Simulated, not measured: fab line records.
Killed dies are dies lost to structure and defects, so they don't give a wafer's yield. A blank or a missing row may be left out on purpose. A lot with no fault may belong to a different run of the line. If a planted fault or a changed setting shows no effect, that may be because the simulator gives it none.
One fault seen from 3 desks :: flow n5 finfet :: what lay behind the numbers comes last; until then each desk has only its own

FOR THE TOOL OWNER'S DESK: rie metal-02
The tool's own readings at N5_PASSIVATION_ETCH_59 (etches TaN in Cl2/BCl3, target depth 65 nm, time 34.9 s): means of the sampled wafers that have a number, for each lot that ran on this tool. A lot is out of limits, marked OUT, if its mean lies more than 4 standard deviations from the usual mean; the brackets give that distance.
Columns: A = drypump motor current A at N5_PASSIVATION_ETCH_59, usual 5.9 A; B = mfc cl2 sccm at N5_PASSIVATION_ETCH_59, usual 60.01 sccm; C = oes product au at N5_PASSIVATION_ETCH_59, usual 0.84 a.u.; D = throttle valve pct at N5_PASSIVATION_ETCH_59, usual 20.9 %
lot: L424
first seen here: day 11 20:17
A: 5.5
B: 59.94
C: 0.73
D: 20.9

lot: L434
first seen here: day 14 21:14
A: 5.5
B: 60.13
C: 0.83
D: 20.7

lot: L436
first seen here: day 15 13:29
A: 5.5
B: 59.96
C: 0.82
D: 20.7
This desk's finding: nothing out of limits on any of the 3 lots.

THE METROLOGY DESK
Lot by lot, what the gauges showed, no matter which tool ran the lot: averages of those sampled wafers that carry a number. A lot is out of limits, marked OUT, if its mean lies more than 4 standard deviations from the usual mean; the brackets give that distance.
Columns: A = cd nm at N5_PASSIVATION_CD_MEAS_30, usual 3999.3 nm; B = PAD_OVL at N5_PASSIVATION_OVL_MEAS_63, usual -2 nm
lot: L424
first seen here: day 11 17:52
A: 4000.1
B: -3

lot: L431
first seen here: day 14 00:29
A: 3998.5
B: -7

lot: L434
first seen here: day 14 20:34
A: 3998.2
B: 1

lot: L436
first seen here: day 15 12:52
A: 3998.7
B: -4

lot: L442
first seen here: day 16 13:40
A: 3997.8
B: 2

lot: L444
first seen here: day 17 09:16
A: 4000.5
B: -2
This desk's finding: nothing out of limits on any of the 6 lots.

THE DEFECT DESK
What the inspections along the route counted, lot by lot: means of the sampled wafers that have a number. A lot is out of limits, marked OUT, if its mean lies more than 4 standard deviations from the usual mean; the brackets give that distance.
Columns: A = raw defect count at N5_PASSIVATION_INSPECT_64, usual 2.1
lot: L424
first seen here: day 11 17:55
A: 2.0

lot: L431
first seen here: day 14 00:32
A: 1.3

lot: L434
first seen here: day 14 20:37
A: 2.7

lot: L436
first seen here: day 15 12:56
A: 3.0

lot: L442
first seen here: day 16 13:43
A: 2.0

lot: L444
first seen here: day 17 09:20
A: 3.3
This desk's finding: nothing out of limits on any of the 6 lots.

PUT TOGETHER
The desk of the tool owner found nothing out of limits.
Nothing out of limits was seen by the metrology desk.
Nothing out of limits was seen by the defect desk.

WHAT THE SIMULATOR HAD INSERTED
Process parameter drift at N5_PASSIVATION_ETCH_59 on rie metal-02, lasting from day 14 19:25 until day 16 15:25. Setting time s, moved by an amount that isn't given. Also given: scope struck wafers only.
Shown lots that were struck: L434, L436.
